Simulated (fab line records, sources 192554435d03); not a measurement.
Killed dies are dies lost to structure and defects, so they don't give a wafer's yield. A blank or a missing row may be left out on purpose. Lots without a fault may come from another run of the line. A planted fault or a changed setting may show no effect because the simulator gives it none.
fab line records | flow n5_finfet
record lots=8 wafers=24 last_day=19
route steps=1938 shown SDB@357 BEOL_M4@1111 PASSIVATION@1936
lots that met no fault: from a run of the same line without faults
start_h: hours from the record's first day to the start of the lot's first wafer shown | wait_h: hours since the lot's step before | " the same as in the row above | L1.1+2: a row that stands for several wafers | - no value, or no start given | * or withheld: withheld | < > ~ a bound
route shown NAME@n: a module of which the file shows steps, and the number in the route of the first | usual: mean/standard deviation of fault-free wafers | same: alike in all rows | chamber/n: place in a boat | sites: the reading at each site | _std_site: their standard deviation | _edge_site: outer sites' mean less inner sites' | radius_mm: how far each site lies from the wafer's centre | mask NAME#n: copy n | behind: the tool/chamber that last shaped the wafer | hold: why the lot was held/for how many hours/how that ended | device: the transistor (n, p or np) that didn't switch | end of line: the same wafers' tests at the end of the route | a step without rows: its recipe alone | killed: dies lost to structure and defects at the first sort, not the wafer's yield | map: a wafer's dies, x killed, . not, _ none there
set.NAME: the setting as run; set.NAME@STEP: as run at that earlier step | model.NAME: the simulator's own value behind a step, which no gauge read
steps of the route over a sample of lots; a table a step, a row a wafer
services: from which hour (start_h, from the record's first day; less than 0 if before it) a tool's chamber was out of use, for how many hours, and why
## steps
# step N5_SDB_OVL_MEAS_12
# recipe points_per_wafer=44
# usual SDB_OVL=0.1/0.66
# columns lot.wafer tool chamber start_h wait_h SDB_OVL[nm]
L674.2 overlay-01 0 74.01 0.0 -1.0
L674.3 " 0 " " -0.6
L674.5 " 0 " " -1.1
L684.1 overlay-01 0 132.92 0.0 0.3
L684.3 " 0 " " 0.3
L684.6 " 0 " " 0.1
L685.1 overlay-01 0 140.61 0.0 0.5
L685.3 " 0 " " 0.0
L685.5 " 0 " " 0.3
L687.3 overlay-01 0 151.97 0.0 0.0
L687.5 " 0 " " 0.5
L687.6 " 0 " " -0.7
L691.2 overlay-01 0 172.59 0.0 -0.2
L691.3 " 0 " " -0.5
L691.6 " 0 " " -1.1
L692.1 overlay-01 0 181.96 0.0 -0.4
L692.3 " 0 " " -0.2
L692.5 " 0 " " 0.5
L694.1 overlay-02 0 190.03 0.0 0.6
L694.4 " 0 " " 0.1
L694.6 " 0 " " 0.0
L696.1 overlay-02 0 207.39 0.0 1.2
L696.3 " 0 " " 0.2
L696.6 " 0 " " 0.7
# step N5_SDB_DESCUM_16
# recipe chemistry=O2 time_s=7.9 source_power_w=50 bias_power_w=20 pressure_mtorr=20 rf_frequency_hz=2.712e+07 temp_c=40 resist=CAR-ArF o2_flow_sccm=225
# usual drypump_motor_current_A=5.7/0.42 oes_product_au=0.80/0.098 rf_vpp_V=243.4/1.1 showerhead_plenum_p_Torr=2.11/0.045 throttle_valve_pct=20.44/0.24
# columns lot.wafer tool chamber start_h wait_h drypump_motor_current_A oes_product_au rf_hours_counter_h rf_vpp_V showerhead_plenum_p_Torr throttle_valve_pct
L674.2 rie_diel-02 3 74.06 0.0 6.3 0.69 238 242.3 1.97 20.67
L674.3 " 1 " " 5.0 0.73 190 243.4 2.08 20.47
L674.5 " 3 " " 6.4 0.69 - 241.9 1.97 20.69
L684.1 rie_diel-02 2 132.97 0.0 5.8 0.89 30 243.4 2.14 20.34
L684.3 " 3 " " 6.3 1.01 0 245.9 2.23 20.24
L684.6 " 3 " " 6.3 1.00 - 245.3 2.23 20.22
L685.1 rie_diel-06 3 140.67 0.0 5.8 0.74 164 243.0 2.10 20.59
L685.3 " 2 " " 6.3 0.73 193 242.0 2.06 20.41
L685.5 " 3 " " 5.8 0.73 - 242.6 2.10 20.57
L687.3 rie_diel-02 3 152.03 0.0 6.4 0.98 3 244.7 2.23 20.24
L687.5 " 1 " " 5.0 0.70 - 242.6 2.07 20.51
L687.6 " 2 " " 5.8 0.88 - 245.2 2.13 20.35
L691.2 rie_diel-06 1 172.65 0.0 5.7 0.85 37 243.8 2.11 19.99
L691.3 " 2 " " 6.3 0.71 203 241.7 2.06 20.41
L691.6 " 1 " " 5.7 0.85 - 242.2 2.11 19.98
L692.1 rie_diel-06 1 182.02 0.0 5.7 0.85 40 242.0 2.11 20.00
L692.3 " 2 " " 6.3 0.71 206 242.6 2.06 20.44
L692.5 " 2 " " 6.3 0.71 - 243.0 2.06 20.43
L694.1 rie_diel-02 1 190.09 0.0 5.0 0.70 226 243.4 2.07 20.53
L694.4 " 2 " " 5.8 0.86 46 244.7 2.13 20.39
L694.6 " 0 " " 5.2 0.69 - 242.9 2.16 20.82
L696.1 rie_diel-06 2 207.45 0.0 6.3 0.71 212 244.7 2.06 20.43
L696.3 " 3 " " 5.8 0.71 184 241.0 2.09 20.60
L696.6 " 3 " " 5.8 0.72 - 243.0 2.09 20.60
# step N5_SDB_ETCH_17
# recipe chemistry=CF4 target=SiARC target_depth_a=234 mask_material=CAR-ArF time_s=39 ion_energy_ev=80 pressure_mtorr=40 source_w=545 bias_w=36 Ar_flow_sccm=100 cf4_flow_sccm=100 ends=cleared
# usual bias_w=36.00/0.098 cf4_flow_sccm=100.0/0.34 drypump_motor_current_A=5.7/0.42 etch_rf_on_time_s=38.9/0.89 mfc_ar_sccm=100.03/0.29 oes_product_au=0.68/0.085 rf_vpp_V=184.3/0.92 showerhead_plenum_p_Torr=2.16/0.046 throttle_valve_pct=15.62/0.2
# columns lot.wafer tool chamber start_h wait_h bias_w cf4_flow_sccm drypump_motor_current_A etch_rf_on_time_s mfc_ar_sccm oes_product_au rf_hours_counter_h rf_vpp_V showerhead_plenum_p_Torr throttle_valve_pct
L674.2 rie_diel-02 3 74.10 0.0 36.02 100.1 6.3 39.9 99.98 0.58 238 183.3 2.02 15.92
L674.3 " 1 " " 36.04 99.4 5.0 40.5 100.09 0.61 190 184.8 2.12 15.63
L674.5 " 3 " " 35.91 100.4 6.4 40.2 99.82 0.58 - 182.9 2.02 15.91
L684.1 rie_diel-02 2 133.01 0.0 - - - - - - - - - -
L684.3 " 3 " " - - - - - - - - - -
L684.6 " 3 " " - - - - - - - - - -
L685.1 rie_diel-06 3 140.71 0.0 - - - - - - - - - -
L685.3 " 2 " " - - - - - - - - - -
L685.5 " 3 " " - - - - - - - - - -
L687.3 rie_diel-02 3 152.06 0.0 36.06 100.1 6.4 38.3 99.94 0.82 3 184.5 2.27 15.42
L687.5 " 1 " " 36.13 100.2 5.0 40.4 99.46 0.59 - 183.6 2.11 15.68
L687.6 " 2 " " 36.14 99.9 5.8 38.6 99.78 0.75 - 184.3 2.18 15.48
L691.2 rie_diel-06 1 172.68 0.0 36.09 99.8 5.7 38.6 100.33 0.74 37 186.6 2.19 15.39
L691.3 " 2 " " 36.26 100.4 6.3 39.9 100.04 0.60 203 182.0 2.13 15.77
L691.6 " 1 " " 36.04 99.6 5.7 38.3 100.22 0.73 - 184.1 2.19 15.39
L692.1 rie_diel-06 1 182.05 0.0 36.12 100.4 5.7 37.7 99.90 0.73 40 184.5 2.19 15.40
L692.3 " 2 " " 36.09 99.5 6.3 39.3 100.60 0.60 206 182.9 2.13 15.79
L692.5 " 2 " " 36.05 100.3 6.3 39.6 100.15 0.60 - 183.3 2.13 15.80
L694.1 rie_diel-02 1 190.13 0.0 36.18 100.6 5.0 40.3 100.38 0.58 226 182.1 2.11 15.69
L694.4 " 2 " " 35.99 100.1 5.8 39.1 99.73 0.72 46 184.2 2.17 15.50
L694.6 " 0 " " 35.98 100.0 5.2 39.1 100.49 0.59 - 185.4 2.20 15.99
L696.1 rie_diel-06 2 207.48 0.0 36.05 99.7 6.3 39.6 99.80 0.59 212 183.2 2.13 15.81
L696.3 " 3 " " 36.00 99.8 5.8 39.0 100.15 0.62 184 183.3 2.12 15.67
L696.6 " 3 " " 36.15 99.9 5.8 38.9 100.07 0.63 - 184.0 2.12 15.70
# step N5_SDB_ETCH_18
# recipe chemistry=N2/H2 target=SOC target_depth_a=1000 overetch_a=200 mask_material=SiARC temp_c=40 time_s=150 ion_energy_ev=200 pressure_mtorr=30 source_w=840 bias_w=150 n2_flow_sccm=200 h2_flow_sccm=200
# usual bias_w=150.0/0.41 chamber_pressure_mTorr=30.000/0.028 drypump_motor_current_A=5.7/0.42 h2_flow_sccm=199.9/0.61 oes_product_au=0.71/0.081 rf_vpp_V=524.6/1.7 showerhead_plenum_p_Torr=2.56/0.06 throttle_valve_pct=17.82/0.14
# columns lot.wafer tool chamber start_h wait_h bias_w chamber_pressure_mTorr drypump_motor_current_A h2_flow_sccm oes_product_au rf_hours_counter_h rf_vpp_V showerhead_plenum_p_Torr throttle_valve_pct
L674.2 rie_diel-02 3 74.14 0.0 149.8 30.019 6.4 201.2 0.62 238 520.8 2.38 17.88
L674.3 " 1 " " 149.4 30.006 4.9 199.7 0.65 190 524.2 2.52 17.81
L674.5 " 3 " " 150.5 30.018 6.4 200.6 0.62 - 520.5 2.38 17.87
L684.1 rie_diel-02 2 133.04 0.0 149.7 30.011 5.8 200.9 0.33 31 526.3 2.58 17.67
L684.3 " 3 " " 149.3 30.023 6.3 199.6 0.37 0 529.1 2.69 17.33
L684.6 " 3 " " 150.1 30.017 6.3 201.0 0.37 - 528.2 2.69 17.34
L685.1 rie_diel-06 3 140.74 0.0 150.1 30.025 5.8 199.6 0.27 164 524.8 2.52 17.69
L685.3 " 2 " " 150.5 29.994 6.3 198.1 0.27 193 524.3 2.52 17.77
L685.5 " 3 " " 150.2 29.936 5.8 200.1 0.28 - 522.9 2.52 17.70
L687.3 rie_diel-02 3 152.10 0.0 149.6 29.943 6.4 200.2 0.86 3 528.2 2.69 17.41
L687.5 " 1 " " 149.6 30.029 5.0 200.1 0.63 - 523.7 2.50 17.87
L687.6 " 2 " " 150.2 30.035 5.8 199.8 0.78 - 525.7 2.58 17.75
L691.2 rie_diel-06 1 172.72 0.0 150.5 29.991 5.7 199.6 0.77 38 524.5 2.62 17.71
L691.3 " 2 " " 149.6 29.982 6.3 199.5 0.64 203 525.5 2.51 17.85
L691.6 " 1 " " 150.5 29.977 5.7 199.6 0.77 - 522.7 2.62 17.70
L692.1 rie_diel-06 1 182.09 0.0 150.5 29.984 5.7 200.7 0.77 40 526.8 2.62 17.71
L692.3 " 2 " " 150.1 30.017 6.3 199.8 0.64 206 522.8 2.51 17.86
L692.5 " 2 " " 150.1 29.990 6.3 200.7 0.63 - 522.8 2.51 17.86
L694.1 rie_diel-02 1 190.16 0.0 150.3 29.968 5.0 200.6 0.63 226 523.2 2.50 17.89
L694.4 " 2 " " 148.7 29.997 5.8 199.6 0.77 46 525.2 2.58 17.76
L694.6 " 0 " " 149.6 29.985 5.2 200.0 0.63 - 525.3 2.60 18.13
L696.1 rie_diel-06 2 207.52 0.0 149.7 30.015 6.3 199.5 0.63 212 522.1 2.51 17.86
L696.3 " 3 " " 149.7 30.073 5.8 201.0 0.65 184 524.4 2.51 17.79
L696.6 " 3 " " 150.1 30.054 5.8 200.0 0.65 - 523.1 2.51 17.77
# step N5_SDB_ETCH_25
# recipe chemistry=C4F6/O2 target=SiO2 target_depth_a=100 time_s=3.3 ion_energy_ev=250 mask_material=SiNx pressure_mtorr=30 source_w=345 bias_w=185 Ar_flow_sccm=300 C4F6_flow_sccm=10 O2_flow_sccm=10
# usual C4F6_flow_sccm=10.002/0.03 O2_flow_sccm=10.00/0.031 drypump_motor_current_A=5.7/0.42 mfc_ar_sccm=300.1/0.88 oes_product_au=0.78/0.094 rf_vpp_V=662/11 showerhead_plenum_p_Torr=2.85/0.055 throttle_valve_pct=21.16/0.15
# columns lot.wafer tool chamber start_h wait_h C4F6_flow_sccm O2_flow_sccm drypump_motor_current_A mfc_ar_sccm oes_product_au rf_hours_counter_h rf_vpp_V showerhead_plenum_p_Torr throttle_valve_pct
L674.2 rie_diel-06 0 74.59 0.0 10.032 9.98 5.8 300.4 0.98 2 674 2.89 21.03
L674.3 " 3 " " 10.028 10.00 5.8 302.3 0.76 143 649 2.84 21.13
L674.5 " 3 " " 9.998 10.03 5.8 301.3 0.76 - 647 2.84 21.15
L684.1 rie_diel-05 2 133.50 0.0 9.980 10.01 5.5 300.3 0.69 204 669 2.83 21.20
L684.3 " 1 " " 10.040 9.93 5.4 299.1 0.75 158 658 2.82 21.27
L684.6 " 2 " " 10.034 9.98 5.5 300.1 0.69 - 667 2.83 21.18
L685.1 rie_diel-06 3 141.20 0.0 9.977 10.02 5.8 299.9 0.73 164 648 2.83 21.16
L685.3 " 0 " " 10.010 9.98 5.8 300.8 0.92 23 673 2.88 21.05
L685.5 " 3 " " 9.919 10.04 5.8 301.0 0.74 - 647 2.83 21.16
L687.3 rie_diel-06 0 152.56 0.0 9.934 10.03 5.8 300.1 0.91 26 673 2.88 21.06
L687.5 " 0 " " 9.985 10.01 5.8 298.4 0.91 - 673 2.88 21.06
L687.6 " 1 " " 10.012 10.00 5.7 300.2 0.87 - 657 2.91 20.92
L691.2 rie_diel-05 2 173.34 0.2 9.933 9.97 5.5 300.8 0.69 217 666 2.83 21.20
L691.3 " 0 " " 9.977 9.98 6.2 299.5 0.72 167 668 2.83 21.35
L691.6 " 2 " " 9.970 10.01 5.5 300.5 0.69 - 667 2.83 21.22
L692.1 rie_diel-05 3 182.55 0.0 9.983 10.02 5.3 299.9 0.89 31 651 2.89 20.96
L692.3 " 2 " " 10.007 9.99 5.5 300.3 0.68 220 669 2.83 21.21
L692.5 " 2 " " 9.997 10.03 5.5 301.3 0.69 - 669 2.83 21.22
L694.1 rie_diel-06 1 190.62 0.0 9.963 10.00 5.7 300.0 0.86 41 660 2.90 20.94
L694.4 " 3 " " 10.029 10.01 5.8 300.1 0.73 179 647 2.82 21.21
L694.6 " 3 " " 10.003 10.08 5.8 300.9 0.74 - 647 2.82 21.20
L696.1 rie_diel-02 1 208.01 0.1 9.943 9.97 5.0 300.5 0.68 233 660 2.82 21.31
L696.3 " 0 " " 10.026 10.02 5.2 299.9 0.69 234 654 2.91 21.46
L696.6 " 2 " " 10.056 9.99 5.8 301.2 0.84 - 648 2.88 21.07
# step N5_BEOL_M4_RC_MEAS_101
# usual DIBL_N=36.0/1.6 DIBL_P=35.8/2 IOFF_N=0.152/0.03 IOFF_P=0.20/0.031 ION_N=670/12 ION_P=459/7.4 SS_N=71.5/0.56 SS_P=73.2/0.64 VT_N=251/3.5 VT_P=-252/3.3
# columns lot.wafer tool chamber start_h wait_h DIBL_N[mV/V] DIBL_P[mV/V] IOFF_N[nA/um] IOFF_P[nA/um] ION_N[uA/um] ION_P[uA/um] SS_N[mV/dec] SS_P[mV/dec] VT_N[mV] VT_P[mV]
L674.2 prober-02 0 203.82 0.2 36.7 35.8 0.154 0.20 674 462 72.0 73.0 251 -253
L674.3 " 0 " " 36.7 35.5 0.141 0.19 657 454 71.0 73.0 254 -254
L674.5 " 0 " " 33.5 31.3 0.101 0.15 650 450 71.0 72.1 255 -256
L687.3 prober-01 0 285.29 0.3 34.8 36.5 0.157 0.21 672 461 71.3 72.7 249 -250
L687.5 " 0 " " 37.0 39.1 0.203 0.26 695 470 71.8 73.6 245 -246
L687.6 " 0 " " 37.5 39.4 0.224 0.26 686 466 72.0 73.6 243 -248
L691.2 prober-02 0 294.19 0.2 35.6 35.8 0.151 0.20 687 469 71.3 73.7 250 -250
L691.3 " 0 " " 35.3 35.7 0.146 0.20 674 461 70.9 73.4 248 -251
L691.6 " 0 " " 36.1 35.7 0.150 0.20 673 459 71.2 72.6 249 -249
L694.1 prober-02 0 315.94 0.0 35.4 35.1 0.126 0.16 651 441 71.2 72.9 253 -254
L694.4 " 0 " " 35.7 37.0 0.139 0.18 671 461 71.3 73.1 253 -252
L694.6 " 0 " " 38.8 40.0 0.190 0.23 671 449 72.2 74.8 247 -251
L692.1 prober-02 0 317.40 0.0 35.8 34.9 0.155 0.19 680 462 71.8 72.8 249 -252
L692.3 " 0 " " 33.6 31.3 0.109 0.14 653 449 71.5 73.0 257 -256
L692.5 " 0 " " 34.9 33.4 0.135 0.17 674 463 71.9 72.8 250 -253
L696.1 prober-02 0 347.34 0.0 34.3 34.4 0.129 0.17 655 454 70.4 72.7 250 -253
L696.3 " 0 " " 31.8 30.1 0.087 0.11 632 435 71.7 71.6 259 -261
L696.6 " 0 " " 33.2 32.1 0.113 0.14 658 449 71.2 72.2 255 -258
# step N5_PASSIVATION_PROBE_49
# usual defect_limited_yield=91.6/1.4 killed_at_M0_to_M3=33/10 killed_at_M4_up=13/5.3 killed_at_contacts=13/5.9 killed_at_front_end=36/12 killed_at_other=4/3.1 killed_dies=99/16 killed_on_rim=13/4.2 killed_open=65/13 killed_short=32/7.3 sort_bin_5_function=4.9/0.9 sort_bin_6_memory=3.1/0.66 sort_bin_8_speed=0.0/0.42 sort_n_pass=1081/17 sort_yield_pct=91.6/1.4
# same gross_dies=1180 killed_at_back_side=0 sort_bin_4_leakage[%]=0
# columns lot.wafer tool chamber start_h wait_h defect_limited_yield[%] killed_at_M0_to_M3 killed_at_M4_up killed_at_contacts killed_at_front_end killed_at_other killed_dies killed_on_rim killed_open killed_short sort_bin_5_function[%] sort_bin_6_memory[%] sort_bin_8_speed[%] sort_n_pass sort_yield_pct[%]
L684.1 prober-02 - 379.39 0.0 0 52 11 9 1103 5 1180 152 106 43 94.6 5.0 0 0 0
L684.3 prober-02 - 379.49 0.1 0 30 5 8 1135 2 1180 152 76 34 96.0 3.5 0 0 0
L684.6 prober-02 - 379.64 0.3 0 31 11 8 1121 9 1180 152 80 31 96.2 3.6 0 0 0
L685.1 prober-02 - 385.20 0.0 0 28 16 11 1123 2 1180 152 73 33 96.0 3.6 0 0 0
L685.3 prober-02 - 385.30 0.1 0 24 18 13 1122 3 1180 152 66 29 97.5 2.4 0 0 0
L685.5 prober-02 - 385.40 0.2 0 33 7 9 1129 2 1180 152 56 36 97.0 2.9 0 0 0
# killed by level:class
L684.1 SDB:area_etch=1031 FIN_SAQP:geometric_particle:open=22 STI_FIN_REVEAL:geometric_particle:open=21 FIN_SAQP:geometric_particle:short=14 BEOL_M2:geometric_particle:open=14 MOL_CONTACT_COAG:geometric_particle:open=9 BEOL_M0_SAQP:geometric_particle:short=7 BEOL_M1:geometric_particle:open=7
L684.3 SDB:area_etch=1070 FIN_SAQP:geometric_particle:open=22 STI_FIN_REVEAL:geometric_particle:open=17 FIN_SAQP:geometric_particle:short=14 BEOL_M3:geometric_particle:open=7 BEOL_M0_SAQP:geometric_particle:open=5 BEOL_M1:geometric_particle:open=4 STARTING-WAFER:geometric_particle:open=4
L684.6 SDB:area_etch=1069 FIN_SAQP:geometric_particle:open=20 FIN_SAQP:geometric_particle:short=12 STI_FIN_REVEAL:geometric_particle:open=7 MOL_CONTACT_COAG:geometric_particle:open=7 BEOL_M2:geometric_particle:open=6 BEOL_M1:geometric_particle:open=5 BEOL_M3:geometric_particle:open=5
L685.1 SDB:area_etch=1074 FIN_SAQP:geometric_particle:open=21 BEOL_M2:geometric_particle:open=9 MOL_CONTACT_COAG:geometric_particle:open=7 DUMMY_GATE:geometric_particle:open=7 FIN_SAQP:geometric_particle:short=6 BEOL_M0_SAQP:geometric_particle:open=6 BEOL_M0_SAQP:geometric_particle:short=6
L685.3 SDB:area_etch=1085 FIN_SAQP:geometric_particle:open=13 MOL_CONTACT_COAG:geometric_particle:open=10 BEOL_M0_SAQP:geometric_particle:open=7 BEOL_M4:geometric_particle:open=7 DUMMY_GATE:geometric_particle:open=5 BEOL_M0_SAQP:geometric_particle:short=5 BEOL_M7:geometric_particle:open=4
L685.5 SDB:area_etch=1088 FIN_SAQP:geometric_particle:short=9 FIN_SAQP:geometric_particle:open=9 BEOL_M0_SAQP:geometric_particle:short=9 MOL_CONTACT_COAG:geometric_particle:open=8 BEOL_M2:geometric_particle:open=8 GATE_CUT:geometric_particle:short=6 STARTING-WAFER:geometric_particle:open=6
## services
# columns tool chamber start_h hours kind
rie_diel-06 0 51.97 - clean
rie_diel-06 0 51.97 - consumable_replace:focus_ring
rie_diel-06 0 51.97 13.6 scheduled_down
rie_diel-06 0 51.97 13.6 vent_cycle
rie_diel-05 - 61.93 2.8 pm
rie_diel-05 3 66.19 7.2 repair
rie_diel-06 0 67.14 4.2 repair
rie_diel-02 2 98.10 16.2 repair
rie_diel-02 3 114.42 - clean
rie_diel-02 3 114.42 - consumable_replace:focus_ring
rie_diel-02 3 114.42 - consumable_replace:showerhead
rie_diel-02 3 114.42 17.7 scheduled_down
rie_diel-02 3 114.42 17.7 vent_cycle
rie_diel-05 3 118.81 5.5 repair
rie_diel-02 0 153.84 5.9 repair
rie_diel-02 1 156.34 5.9 repair
rie_diel-02 0 190.66 4.0 repair
## key
first_sign step=N5_SDB_ETCH_17 reading=tool_record direction=missing
effect step=N5_SDB_ETCH_18 reading=oes_product_au direction=down sigmas=4.9 usual=0.71 struck=0.31
effect step=N5_PASSIVATION_PROBE_49 reading=sort_bin_5_function direction=up sigmas=99+ usual=4.9 struck=96.2
more_kills_born_at N5_SDB_ETCH_17@rie_diel-06=3247 N5_SDB_ETCH_17@rie_diel-02=3170
met_at N5_SDB_ETCH_17
struck_lots L684,L685
later_rows_left_out L684.1,L684.3,L684.6,L685.1,L685.3,L685.5
not_acting_at N5_SDB_OVL_MEAS_12,N5_SDB_DESCUM_16,N5_SDB_ETCH_25
onset_between 74.10 133.01
fault kind=skipped_step_whole tool=rie_diel-02,rie_diel-06 chamber=- onset_h=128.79 steps=N5_SDB_ETCH_17 scope=struck_lots_only
# later_rows_left_out: the simulator's readings of these wafers behind a module that went badly wrong aren't trusted and aren't shown, but for the sort
